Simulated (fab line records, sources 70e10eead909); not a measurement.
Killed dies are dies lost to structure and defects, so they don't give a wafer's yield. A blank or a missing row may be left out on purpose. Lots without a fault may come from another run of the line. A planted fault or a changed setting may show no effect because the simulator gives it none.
fab line records | flow nand_harc
record lots=5 wafers=15 last_day=32
route steps=1302 shown THIN_TSV@1282 END@1302
lots that met no fault: from a run of the same line without faults
start_h: hours from the record's first day to the start of the lot's first wafer shown | wait_h: hours since the lot's step before | " the same as in the row above | L1.1+2: a row that stands for several wafers | - no value, or no start given | * or withheld: withheld | < > ~ a bound
route shown NAME@n: a module of which the file shows steps, and the number in the route of the first | usual: mean/standard deviation of fault-free wafers | same: alike in all rows | chamber/n: place in a boat | sites: the reading at each site | _std_site: their standard deviation | _edge_site: outer sites' mean less inner sites' | radius_mm: how far each site lies from the wafer's centre | mask NAME#n: copy n | behind: the tool/chamber that last shaped the wafer | hold: why the lot was held/for how many hours/how that ended | device: the transistor (n, p or np) that didn't switch | end of line: the same wafers' tests at the end of the route | a step without rows: its recipe alone | killed: dies lost to structure and defects at the first sort, not the wafer's yield | map: a wafer's dies, x killed, . not, _ none there
set.NAME: the setting as run; set.NAME@STEP: as run at that earlier step | model.NAME: the simulator's own value behind a step, which no gauge read
lots at some steps of the route; a table a step, a row a wafer
services: from which hour (start_h, from the record's first day; less than 0 if before it) a tool's chamber was out of use, for how many hours, and why
## steps
# step NHARC_THIN_TSV_PVD_24
# recipe target_thk_a=8000 power_w=withheld chamber_pressure_pa=withheld substrate_temp_c=withheld time_s=withheld gas=Ar material=Al
# step NHARC_THIN_TSV_DEHYDRATE_25
# recipe temp_c=150 time_s=120
# step NHARC_THIN_TSV_HMDS_26
# recipe time_s=30
# step NHARC_THIN_TSV_COAT_27
# recipe spin_rpm=*
# step NHARC_THIN_TSV_SOFTBAKE_28
# recipe temp_c=122 time_s=95
# step NHARC_THIN_TSV_EBR_29
# step NHARC_THIN_TSV_EXPOSE_30
# recipe na=0.55 dose_mj=11.47 mask_id=PAD
# step NHARC_THIN_TSV_PEB_31
# recipe peb_temp_c=118 peb_time_s=85
# step NHARC_THIN_TSV_DEVELOP_32
# recipe time_s=70
# step NHARC_THIN_TSV_CD_MEAS_33
# recipe target_cd_nm=5000 landing_energy_ev=500
# usual cd_nm=5001.2/2.2
# columns lot.wafer tool chamber start_h wait_h cd_nm
L579.2 cd_sem-03 0 651.70 - 5001.5
L579.3 " 0 " " 5000.5
L579.4 " 0 " " 4997.8
L582.4 cd_sem-03 0 657.74 - 5002.1
L582.5 " 0 " " 5000.1
L582.6 " 0 " " 5003.7
L589.1 cd_sem-01 0 753.04 - 5001.0
L589.4 " 0 " " 5000.6
L589.5 " 0 " " 5003.0
L590.1 cd_sem-02 0 755.09 - 5005.5
L590.2 " 0 " " 5000.5
L590.5 " 0 " " 5002.3
L591.1 cd_sem-01 0 762.35 - 4999.1
L591.4 " 0 " " 4999.3
L591.5 " 0 " " 5000.9
# step NHARC_THIN_TSV_HARDBAKE_34
# recipe temp_c=125 time_s=80
# step NHARC_THIN_TSV_DESCUM_35
# recipe time_s=3 o2_flow_sccm=200 ar_flow_sccm=0 bias_power_w=0 chemistry=O2
# usual drypump_motor_current_A=5.5/0.48 oes_product_au=1.004/0.011 rf_vpp_V=57.8/0.9 showerhead_plenum_p_Torr=1.90/0.076 throttle_valve_pct=11.311/0.0093
# columns lot.wafer tool chamber start_h wait_h drypump_motor_current_A oes_product_au rf_hours_counter_h rf_vpp_V showerhead_plenum_p_Torr throttle_valve_pct
L579.2 rie_diel-01 3 651.85 - 4.8 0.997 3.8 57.5 2.01 11.320
L579.4 " 0 " " 5.0 1.016 4.1 58.4 1.88 11.296
L579.3 " 2 " " 5.9 1.001 3.7 58.2 2.01 11.323
L582.4 rie_diel-01 3 657.89 - 4.8 1.011 4.2 59.5 2.01 11.314
L582.6 " 3 " " 4.8 1.007 - 58.0 2.01 11.293
L582.5 " 0 " " 4.9 1.017 - 56.3 1.88 11.303
L589.4 rie_diel-01 2 753.20 - 5.9 1.004 0.7 58.0 2.01 11.307
L589.1 " 1 " " 5.7 1.006 0.9 57.2 1.82 11.309
L589.5 " 2 " " 5.9 1.020 - 59.3 2.01 11.300
L590.2 rie_diel-09 2 755.27 - 5.9 1.002 2.9 56.7 1.79 11.318
L590.1 " 1 " " 6.1 1.006 3.0 57.2 1.94 11.293
L590.5 " 1 " " 6.1 0.997 - 57.6 1.94 11.317
L591.1 rie_diel-01 3 762.51 - 4.8 1.003 0.8 58.5 2.01 11.307
L591.4 " 1 " " 5.7 1.000 1.1 58.5 1.82 11.319
L591.5 " 3 " " 4.8 1.002 - 57.6 2.01 11.314
# step NHARC_THIN_TSV_ETCH_59
# recipe target_depth_a=8800 icp_w=900 bias_w=100 Cl2_flow_sccm=60 bcl3_flow_sccm=30 time_s=138.1 chemistry=Cl2/BCl3
# usual drypump_motor_current_A=5.7/0.5 oes_product_au=0.993/0.015 rf_fwd_power_W=896/3.3 throttle_valve_pct=22.265/0.0094
# columns lot.wafer tool chamber start_h wait_h drypump_motor_current_A oes_product_au rf_fwd_power_W rf_hours_counter_h throttle_valve_pct
L579.2 rie_metal-01 1 651.98 0.1 5.7 0.986 900 0.9 22.256
L579.3 " 1 " " 5.7 0.976 897 - 22.268
L579.4 " 0 " " 5.7 0.968 898 - 22.271
L582.4 rie_metal-03 1 658.09 0.2 5.1 1.007 897 - 22.268
L582.6 " 1 " " 5.2 1.000 894 - 22.276
L582.5 " 0 " " 5.1 1.021 896 - 22.278
L589.1 rie_metal-02 0 753.36 0.1 6.6 0.995 902 1.8 22.272
L589.4 " 1 " " 5.7 0.995 896 - 22.270
L589.5 " 1 " " 5.7 0.982 897 - 22.250
L590.2 rie_metal-03 1 755.47 0.2 5.1 0.997 895 0.8 22.266
L590.1 " 0 " " 5.1 1.002 900 0.8 22.271
L590.5 " 1 " " 5.1 1.004 893 - 22.262
L591.1 rie_metal-01 1 762.63 0.1 5.6 1.175 892 0.0 22.282
L591.4 " 1 " " 5.7 1.182 897 - 22.278
L591.5 " 1 " " 5.7 1.170 897 - 22.262
# step NHARC_THIN_TSV_ETCH_36
# recipe target_depth_a=650 over_etch_frac=0.3 time_s=18.571 ion_energy_ev=150 chemistry=Cl2/BCl3
# usual drypump_motor_current_A=5.7/0.5 oes_product_au=0.993/0.015
# columns lot.wafer tool chamber start_h wait_h drypump_motor_current_A oes_product_au rf_hours_counter_h
L579.2 rie_metal-01 1 652.24 0.2 5.6 0.983 1.0
L579.4 " 1 " " 5.6 0.984 -
L579.3 " 0 " " 5.7 0.962 -
L582.4 rie_metal-03 1 658.30 0.2 5.2 1.009 -
L582.6 " 0 " " 5.1 1.012 -
L582.5 " 1 " " 5.1 1.010 -
L589.1 rie_metal-02 1 753.59 0.2 5.7 0.984 2.0
L589.4 " 0 " " 6.6 0.994 -
L589.5 " 1 " " 5.7 0.993 -
L590.1 rie_metal-03 1 755.72 0.2 5.1 0.998 1.0
L590.2 " 0 " " 5.1 0.983 1.0
L590.5 " 0 " " 5.1 0.985 -
L591.1 rie_metal-01 1 762.90 0.2 5.7 0.987 0.2
L591.4 " 0 " " 5.7 0.968 -
L591.5 " 1 " " 5.6 0.985 -
# step NHARC_THIN_TSV_STRIP_56
# recipe power_w=1500 temp_c=250 chemistry=O2
# usual drypump_motor_current_A=5.74/0.23 heater_power_w=349/31
# columns lot.wafer tool chamber start_h wait_h drypump_motor_current_A heater_power_w rf_hours_counter_h
L579.2 plasma_asher-01 1 652.38 0.1 5.52 331 23
L579.4 " 0 " " 5.65 343 -
L579.3 " 1 " " 5.51 333 -
L582.4 plasma_asher-01 1 658.47 0.2 5.50 323 -
L582.6 " 1 " " 5.51 321 -
L582.5 " 0 " " 5.70 350 -
L589.1 plasma_asher-01 0 753.68 0.1 5.66 343 10
L589.4 " 0 " " 5.66 322 -
L589.5 " 1 " " 5.52 307 -
L590.1 plasma_asher-02 0 755.82 0.1 6.07 377 31
L590.2 " 1 " " 6.10 406 31
L590.5 " 1 " " 6.11 388 -
L591.1 plasma_asher-02 1 762.99 0.1 6.09 399 32
L591.4 " 1 " " 6.09 406 -
L591.5 " 1 " " 6.10 390 -
# step NHARC_THIN_TSV_STRIP_57
# recipe time_s=1200 temp_c=72.5 chemistry=post_etch_residue_remover
# step NHARC_THIN_TSV_CD_MEAS_37
# usual cd_nm=5003/4.2
# columns lot.wafer tool chamber start_h wait_h cd_nm
L579.2 cd_sem-02 - 653.13 - 5003
L579.3 " - " " 5004
L579.4 " - " " 4997
L582.4 cd_sem-02 - 659.18 - 5006
L582.5 " - " " 5006
L582.6 " - " " 5003
L589.1 cd_sem-02 - 754.47 - 5006
L589.4 " - " " 5000
L589.5 " - " " 5003
L590.1 cd_sem-02 - 756.68 - 5005
L590.2 " - " " 4998
L590.5 " - " " 5001
L591.1 cd_sem-02 - 763.78 - 4987
L591.4 " - " " 4987
L591.5 " - " " 4993
# step NHARC_THIN_TSV_ANNEAL_58
# recipe temp_c=400 time_s=1800
# step NHARC_END_SORT_01
# recipe temp_c=25
# usual killed_at_array=52/17 killed_at_other=1.2/1.4 killed_at_periphery=4.7/2.9 killed_dies=58/17 killed_open=3.2/1.9 killed_short=2.4/1.4
# same gross_dies=677
# columns lot.wafer tool chamber start_h wait_h killed_at_array killed_at_other killed_at_periphery killed_dies killed_open killed_short
L579.2 prober-02 0 661.52 2.8 76 7 7 90 1 3
L579.3 prober-02 0 662.32 3.1 94 3 5 102 6 2
L579.4 prober-02 0 663.12 3.4 68 1 8 77 3 2
L582.4 prober-02 0 670.91 3.4 36 1 5 42 5 3
L582.5 prober-02 0 671.71 3.7 31 3 5 39 3 5
L582.6 prober-02 0 672.51 4.0 47 1 3 51 6 0
L591.1 prober-02 0 772.88 2.5 100 1 3 104 3 0
L591.4 prober-02 0 775.28 3.4 90 1 6 97 4 4
L591.5 prober-02 0 776.08 3.7 107 2 5 114 4 2
# killed by level:class
L579.2 A_CHANNEL_HOLE_D1:chamber_film_flake=34 A_SLIT:chamber_film_flake=23 THIN_TSV:chamber_film_flake=7 A_CHANNEL_HOLE_D2:chamber_film_flake=6 A_CONTACT:chamber_film_flake=5 A_BLC:chamber_film_flake=4 P_GATE:chamber_film_flake=3 P_STI:geometric_particle:short=1
L579.3 A_SLIT:chamber_film_flake=32 A_CHANNEL_HOLE_D1:chamber_film_flake=30 A_CHANNEL_HOLE_D2:chamber_film_flake=13 A_CONTACT:chamber_film_flake=7 P_GATE:chamber_film_flake=3 THIN_TSV:chamber_film_flake=3 A_STAIRCASE:chamber_film_flake=2 P_CONTACT:geometric_particle:open=1
L579.4 A_CHANNEL_HOLE_D2:chamber_film_flake=21 A_SLIT:chamber_film_flake=21 A_CHANNEL_HOLE_D1:chamber_film_flake=11 P_GATE:chamber_film_flake=4 A_CONTACT:chamber_film_flake=4 A_CHANNEL_FILL_D1:geometric_particle:short=2 A_CHANNEL_HOLE_D2:geometric_particle:open=2 P_STI:chamber_film_flake=2
L582.4 A_CHANNEL_HOLE_D2:chamber_film_flake=14 A_CONTACT:chamber_film_flake=10 A_CHANNEL_HOLE_D1:chamber_film_flake=3 P_M0:geometric_particle:short=2 P_CONTACT:chamber_film_flake=2 A_CHANNEL_FILL_D2:chamber_film_flake=2 P_CONTACT:geometric_particle:open=1 A_CHANNEL_FILL_D1:geometric_particle:open=1
L582.5 A_CHANNEL_HOLE_D2:chamber_film_flake=10 A_CHANNEL_HOLE_D1:chamber_film_flake=9 A_WL_FILL:chamber_film_flake=3 THIN_TSV:chamber_film_flake=3 A_ONON_D1:geometric_particle:short=2 P_GATE:geometric_particle:short=1 P_CONTACT:geometric_particle:open=1 P_M0:geometric_particle:short=1
L582.6 A_CHANNEL_HOLE_D2:chamber_film_flake=20 A_CONTACT:chamber_film_flake=8 A_CHANNEL_HOLE_D1:chamber_film_flake=4 A_SLIT:chamber_film_flake=3 A_BLC:chamber_film_flake=3 P_GATE:geometric_particle:open=2 A_M0:geometric_particle:open=2 A_STAIRCASE:chamber_film_flake=2
L591.1 A_CONTACT:unspecified=67 A_CHANNEL_HOLE_D1:chamber_film_flake=19 A_SLIT:chamber_film_flake=7 P_M2:chamber_film_flake=2 A_WL_FILL:chamber_film_flake=2 A_M1:chamber_film_flake=2 P_M1:geometric_particle:open=1 A_DECK1_JOINT:geometric_particle:open=1
L591.4 A_CONTACT:unspecified=60 A_CHANNEL_HOLE_D1:chamber_film_flake=13 A_SLIT:chamber_film_flake=7 P_M2:chamber_film_flake=3 A_STAIRCASE:chamber_film_flake=3 P_CONTACT:geometric_particle:open=1 P_M0:geometric_particle:short=1 P_M1:geometric_particle:open=1
L591.5 A_CONTACT:unspecified=66 A_CHANNEL_HOLE_D1:chamber_film_flake=15 A_SLIT:chamber_film_flake=7 A_STAIRCASE:chamber_film_flake=6 A_M1:chamber_film_flake=5 A_WL_FILL:chamber_film_flake=3 THIN_TSV:chamber_film_flake=2 P_GATE:geometric_particle:open=1
# map L591.5 (x killed, . not)
____________.____________
_________......x_________
_______x.........._______
______........x....______
_____....x.........._____
____....x....x...x...____
____x................____
___..xx...............___
___...x...............___
__.....................__
__..xx.x...............__
_.x...........x........._
_....x.................._
_......x.....x..x..x...._
_.x...x...xx.x..x..x...._
_xx.x....xxx............_
xxx.xx.....x.x...........
xxxxxx.x...xxx...........
xxxxxx.......x...........
xxxxxx......x.x..........
xxxxxxx..................
_xxxxxx...x............._
_xxxxx....x............._
_xxxxxx................._
_xxxxxxx...x............_
_xxxxx.................._
__xxx..................__
__x....................__
___.....x.............___
___.......x...........___
____...x....x........____
____.................____
_____.x............._____
______.............______
_______..........._______
_________......._________
____________.____________
# map L579.3 (x killed, . not)
____________.____________
_________.....xx_________
_______.x........._______
______.x...........______
_____x.x......x....._____
____xxx...........x..____
____xxx....x.........____
___xxxxx.x............___
___xxxxx..............___
__xxxxxx...............__
__.x..x....x...........__
_......................._
_....xx...xx............_
_........xx.xx.........._
_........xxxxx.........._
_........xx.xx.........._
..........xxxxx..........
...........xxx...........
..........x..x.......x...
.........xxxxx.......x...
..x......xx.x............
_......................._
_x................x....._
_..........x.xx........._
_......xx..............._
_.....xx................_
__x..x.................__
__.....................__
___...x....x..........___
___.........x.......x.___
____.........x..x....____
____.................____
_____.........x...xx_____
______........x.x.x______
_______.......xx.x_______
_________.....xx_________
____________x____________
## services
# columns tool chamber start_h hours kind
rie_metal-02 - 631.00 9.0 pm
plasma_asher-01 - 633.36 6.5 repair
rie_diel-01 0 640.30 - clean
rie_diel-01 1 640.30 - clean
rie_diel-01 2 640.30 - clean
rie_diel-01 3 640.30 - clean
rie_diel-01 0 664.80 - clean
rie_diel-01 1 664.80 - clean
rie_diel-01 2 664.80 - clean
rie_diel-01 3 664.80 - clean
rie_diel-01 2 673.23 7.2 repair
rie_diel-09 - 674.10 9.0 pm
plasma_asher-01 - 686.91 1.7 repair
rie_diel-01 0 689.30 - clean
rie_diel-01 1 689.30 - clean
rie_diel-01 2 689.30 - clean
rie_diel-01 3 689.30 - clean
rie_metal-03 - 696.00 9.0 pm
plasma_asher-01 - 696.07 9.0 pm
rie_diel-01 3 698.22 6.4 repair
rie_metal-01 1 715.91 5.6 repair
rie_diel-01 - 734.80 9.0 pm
rie_diel-09 0 735.63 28.1 repair
rie_metal-01 - 752.00 9.0 pm
## key
first_sign step=NHARC_THIN_TSV_ETCH_59 reading=oes_product_au direction=up sigmas=12 usual=0.993 struck=1.176
effect step=NHARC_THIN_TSV_CD_MEAS_37 reading=cd_nm direction=down sigmas=3.3 usual=5003 struck=4989
effect step=NHARC_END_SORT_01 reading=killed_at_array direction=up sigmas=2.8 usual=52 struck=99
met_at NHARC_THIN_TSV_ETCH_59
struck_wafers L591.1,L591.4,L591.5
tester_left_out L591
onset_between 651.98 762.63
earlier_fault kind=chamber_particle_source tool=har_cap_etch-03 chamber=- onset_h=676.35 steps=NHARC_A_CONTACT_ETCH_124 rate_per_visit_cm2=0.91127
fault kind=process_parameter_drift tool=rie_metal-01 chamber=- onset_h=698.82 steps=NHARC_THIN_TSV_ETCH_59 channel=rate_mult offset=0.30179 shape=step
# tester_left_out: of these lots the tester's yield and bins aren't shown, on N5 and GAA mostly nor the transistor test; their killed dies are dies lost to structure and defects alone, not to doping, threshold or leakage, so they don't give the yield
